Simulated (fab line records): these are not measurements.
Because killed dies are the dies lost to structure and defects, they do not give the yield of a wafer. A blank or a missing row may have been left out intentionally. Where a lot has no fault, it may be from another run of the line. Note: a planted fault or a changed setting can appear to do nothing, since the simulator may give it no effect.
A struck lot beside a sound one -- flow nand_harc -- 20 steps out of a route of 1302
Sound: these wafers, L422.1, L422.5, L422.6. The struck wafers were L438.1, L438.2, L438.3. The cause comes at the end.
Each step with rows lists, per side, the tool, then ch with its chambers, then its first start. Under that, the readings that differ: sound wafers -- struck wafers -- difference of the means -- sigmas: that difference in standard deviations of wafers without a fault.
alike: a reading whose means differ by less than 2 such deviations, as well as words and numbers matching on both sides. not compared: withheld readings; readings where some wafer has no value; bounds like >300 that might hide an equal value; numbers whose values overlap and for which the record gives no deviation.
Wherever a step has rows on one side only, a row that says differs or no value, or a row with sigmas, the two part there. Non-overlapping numbers with no deviation appear without sigmas and do not part them. A reading missing from all wafers of one side parts the sides only when that side holds two or more wafers.

NHARC_A_BLC_CMP_25: polishes, t overpolish 30 s, target thk 150 nm.
  sound on cmp-04 ch 1,2,3, day 25 22:10; struck on cmp-04 ch 0,2,3, day 31 01:50
  alike: motor_current_A, overpolish_run_s, slurry_flow_ml_min, time_to_endpoint_s
after that, 1 step had no rows for these wafers: NHARC_A_BLC_SRD_27.
NHARC_A_BLC_INSPECT_28:
  sound on defect_inspect-01, day 25 22:31; struck on defect_inspect-01, day 31 02:13
  alike: raw_defect_count
then, 8 steps without rows for these wafers: NHARC_A_M0_DEP_00 (deposits SiOC, target thk 150 nm); NHARC_A_M0_DEHYDRATE_01 (time 120 s); NHARC_A_M0_HMDS_02 (time 30 s); NHARC_A_M0_COAT_33 (time 65 s); NHARC_A_M0_COAT_03 (resist thk 90 nm); NHARC_A_M0_SOFTBAKE_04 (time 55 s); NHARC_A_M0_EBR_05; NHARC_A_M0_EXPOSE_06 (exposes mask A M0, target cd 80 nm).
NHARC_A_M0_PEB_07: peb time 65 s.
  sound on litho_track-01 ch 0, day 25 23:20; struck on litho_track-01 ch 0, day 31 02:55
reading,sound,struck,difference,sigmas
heater_power_total_W (W),157.0 156.6 156.1,163.0 163.0 162.4,+6.2,+15
plate_temp_C (C),99.81 100.05 100.01,103.14 102.95 102.87,+3.03,+23
then, 1 step without rows for these wafers: NHARC_A_M0_DEVELOP_08 (develop time 35 s).
NHARC_A_M0_CD_MEAS_09 targets a cd of 80 nm.
  sound on cd_sem-03 ch 0, day 25 23:25; struck on cd_sem-01 ch 0
reading,sound,struck,difference,sigmas
cd_nm (nm),79.3 79.4 79.6,87.6 86.5 87.7,+7.8,+11
  not compared: hold
NHARC_A_M0_OVL_MEAS_10: pitch 160 nm.
  sound on overlay-02, day 25 23:30; struck on overlay-01, day 31 08:32
reading,sound,struck,difference,sigmas
hold,- - -,await_dispo/5.2h/release await_dispo/5.2h/release await_dispo/5.2h/release,no value on the sound wafers,
overlay_x_nm (nm),-2.0 -2.0 -2.0,0.3 0.0 -0.6,+1.9,+3
  alike: overlay_y_nm
NHARC_A_M0_INSPECT_11:
  sound on defect_inspect-02, day 25 23:32; struck on defect_inspect-02, day 31 08:34
  alike: raw_defect_count
NHARC_A_M0_DESCUM_14: chemistry O2, time 3 s.
  sound on rie_diel-06 ch 1,2, day 25 23:37; struck on rie_diel-06 ch 0,1,3, day 31 08:38
reading,sound,struck,difference,sigmas
model.A_M0.cd_nm (nm),80.12 78.32 80.57,87.18 86.69 87.75,+7.54,
  alike: drypump_motor_current_A, oes_product_au, rf_vpp_V, showerhead_plenum_p_Torr, throttle_valve_pct
  not compared: rf_hours_counter_h
NHARC_A_M0_ETCH_34: etches the open film in N2/H2, target depth 40 nm, overetch 12 nm, time 43.94 s.
  sound on rie_diel-06 ch 0,1, day 25 23:42; struck on rie_diel-06 ch 0,1,3, day 31 08:43
  alike: drypump_motor_current_A, oes_product_au, rf_vpp_V, showerhead_plenum_p_Torr, throttle_valve_pct
  not compared: rf_hours_counter_h
NHARC_A_M0_ETCH_15: etches the open film in C4F8/Ar, target depth 150 nm, overetch 15 nm, time 82.5 s.
  sound on rie_diel-06 ch 0,2; struck on rie_diel-06 ch 1,2,3
reading,sound,struck,difference,sigmas
model.A_M0.cd_nm (nm),79.64 78.31 79.99,86.72 86.73 87.52,+7.68,
  alike: oes_product_au, rf_vpp_V
  not compared: rf_hours_counter_h
NHARC_A_M0_CD_MEAS_16:
  sound on cd_sem-03, day 25 23:56; struck on cd_sem-03, day 31 09:07
reading,sound,struck,difference,sigmas
cd_nm (nm),80.1 78.5 79.9,86.7 86.6 87.9,+7.6,+8
  not compared: hold

== WHERE THEY PART ==
At NHARC_A_M0_PEB_07 first; at NHARC_A_M0_CD_MEAS_16 last (within this record only).

WHY: what had been put in by the simulator
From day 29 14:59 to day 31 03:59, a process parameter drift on litho_track-01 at NHARC_A_M0_PEB_07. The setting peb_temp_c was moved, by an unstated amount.
